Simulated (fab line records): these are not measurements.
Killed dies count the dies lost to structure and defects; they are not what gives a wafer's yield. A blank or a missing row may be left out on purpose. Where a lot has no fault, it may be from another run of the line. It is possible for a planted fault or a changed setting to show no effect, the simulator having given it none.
A single fault, viewed from 3 desks || flow n5-finfet || each desk holds nothing but its own numbers, with what lay behind them at the end

== FOR THE TOOL OWNER'S DESK: cmp-03 ==
The tool's own readings at N5_MOL_CONTACT_COAG_CMP_52 (polishes, stops on SiO2, t overpolish 1.5 s, target thk 66.5 nm): means of the sampled wafers that have a number, for each lot that ran on this tool. The brackets show how far a lot's mean lies from the usual mean; more than 4 standard deviations puts the lot out of limits, marked OUT.
Columns: A = head-pressure-psi at N5_MOL_CONTACT_COAG_CMP_52, usual 4.001 psi; B = motor-current-A at N5_MOL_CONTACT_COAG_CMP_52, usual 12.2 A; C = overpolish-run-s at N5_MOL_CONTACT_COAG_CMP_52, usual 1.500 s; D = slurry-filter-dp-kPa at N5_MOL_CONTACT_COAG_CMP_52, usual 13.50 kPa; E = time-to-endpoint-s at N5_MOL_CONTACT_COAG_CMP_52, usual 13.5 s
{"lot": "L546", "first seen here": "day 5 13:48", "A": 4.007, "B": 13.0, "C": 1.504, "D": 13.36, "E": 13.7}
{"lot": "L551", "first seen here": "day 6 17:40", "A": 3.999, "B": 11.3, "C": 1.498, "D": 13.48, "E": 13.0}
{"lot": "L562", "first seen here": "day 10 02:02", "A": 4.003, "B": 10.6, "C": "0.773 (-75) OUT", "D": 13.70, "E": 19.9}
{"lot": "L563", "first seen here": "day 10 03:19", "A": 4.001, "B": 12.1, "C": "0.775 (-75) OUT", "D": 13.64, "E": 20.1}
{"lot": "L564", "first seen here": "day 10 10:10", "A": 4.000, "B": 10.8, "C": "0.764 (-76) OUT", "D": 13.50, "E": 19.1}
This desk's finding: out of limits on L562, L563, L564; first on L562, day 10 02:02 (overpolish-run-s at N5_MOL_CONTACT_COAG_CMP_52). Within limits: L546, L551.

== THE METROLOGY DESK ==
Lot by lot, what the gauges showed, no matter which tool ran the lot: averages of those sampled wafers that carry a number. The brackets show how far a lot's mean lies from the usual mean; more than 4 standard deviations puts the lot out of limits, marked OUT. Readings shown: 7 of its 10, picked as those furthest out on some lot.
Columns: A = DIBL_N at N5_BEOL_M4_RC_MEAS_101, usual 36.3 mV/V; B = DIBL_P at N5_BEOL_M4_RC_MEAS_101, usual 36.7 mV/V; C = IOFF_N at N5_BEOL_M4_RC_MEAS_101, usual 0.164 nA/um; D = IOFF_P at N5_BEOL_M4_RC_MEAS_101, usual 0.214 nA/um; E = ION_N at N5_BEOL_M4_RC_MEAS_101, usual 673 uA/um; F = SS_P at N5_BEOL_M4_RC_MEAS_101, usual 73.3 mV/dec; G = VT_N at N5_BEOL_M4_RC_MEAS_101, usual 249.4 mV
{"lot": "L546", "first seen here": "day 8 04:02", "A": 36.7, "B": 35.1, "C": 0.160, "D": 0.213, "E": 668, "F": 73.0, "G": 250.3}
{"lot": "L551", "first seen here": "day 9 11:40", "A": 35.1, "B": 35.1, "C": 0.130, "D": 0.201, "E": 666, "F": 72.6, "G": 253.3}
{"lot": "L554", "first seen here": "day 10 16:14", "A": 36.5, "B": 37.9, "C": 0.166, "D": 0.235, "E": 681, "F": 73.4, "G": 248.1}
{"lot": "L557", "first seen here": "day 11 07:54", "A": 37.1, "B": 35.7, "C": 0.158, "D": 0.195, "E": 666, "F": 73.3, "G": 250.0}
{"lot": "L563", "first seen here": "day 12 17:26", "A": 32.4, "B": 33.5, "C": 0.114, "D": 0.160, "E": 662, "F": 72.2, "G": 254.5}
{"lot": "L562", "first seen here": "day 12 19:00", "A": 35.6, "B": 36.9, "C": 0.173, "D": 0.209, "E": 675, "F": 73.1, "G": 249.2}
{"lot": "L564", "first seen here": "day 12 22:38", "A": 35.7, "B": 35.6, "C": 0.168, "D": 0.209, "E": 691, "F": 73.6, "G": 247.4}
{"lot": "L566", "first seen here": "day 13 12:11", "A": 36.8, "B": 37.8, "C": 0.179, "D": 0.240, "E": 673, "F": 73.6, "G": 246.4}
{"lot": "L567", "first seen here": "day 13 14:47", "A": 38.4, "B": 38.5, "C": 0.189, "D": 0.228, "E": 682, "F": 73.2, "G": 248.2}
Result from this desk: across the 9 lots, nothing is out of limits.

== THE DEFECT DESK ==
Per lot, the means of the sampled wafers with a number show what the inspections along the route counted. The brackets show how far a lot's mean lies from the usual mean; more than 4 standard deviations puts the lot out of limits, marked OUT.
Columns: A = raw-defect-count at N5_MOL_CONTACT_COAG_INSPECT_97, usual 46
{"lot": "L546", "first seen here": "day 5 17:09", "A": 50}
{"lot": "L551", "first seen here": "day 6 21:00", "A": 65}
{"lot": "L554", "first seen here": "day 8 01:43", "A": 39}
{"lot": "L557", "first seen here": "day 8 18:29", "A": 60}
{"lot": "L562", "first seen here": "day 10 05:17", "A": "554 (+32) OUT"}
{"lot": "L563", "first seen here": "day 10 08:20", "A": "616 (+36) OUT"}
{"lot": "L564", "first seen here": "day 10 13:30", "A": "511 (+29) OUT"}
{"lot": "L566", "first seen here": "day 10 19:31", "A": 49}
{"lot": "L567", "first seen here": "day 11 03:29", "A": 45}
This desk's finding: out of limits on L562, L563, L564; first on L562, day 10 05:17 (raw-defect-count at N5_MOL_CONTACT_COAG_INSPECT_97). Within limits: L546, L551, L554, L557, L566, L567.

== ALL TOGETHER ==
On L562, L563, L564, at day 10 02:02, an alarm was possible from the tool owner's desk.
The defect desk could have raised an alarm at day 10 05:17, on L562, L563, L564.
From the metrology desk's view, nothing was out of limits.
The metrology desk has L562, L563, L564 on record, within its limits.
On cmp-03, each named lot ran N5_MOL_CONTACT_COAG_CMP_52.

== WHAT THE SIMULATOR PUT IN ==
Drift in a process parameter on cmp-03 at N5_MOL_CONTACT_COAG_CMP_52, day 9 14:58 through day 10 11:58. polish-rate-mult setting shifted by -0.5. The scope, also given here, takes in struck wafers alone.
Shown lots that were struck: L562, L563, L564.
Hours from the fault's start to each desk's first reading out of limits: the tool owner's desk, 11; the defect desk, 14.
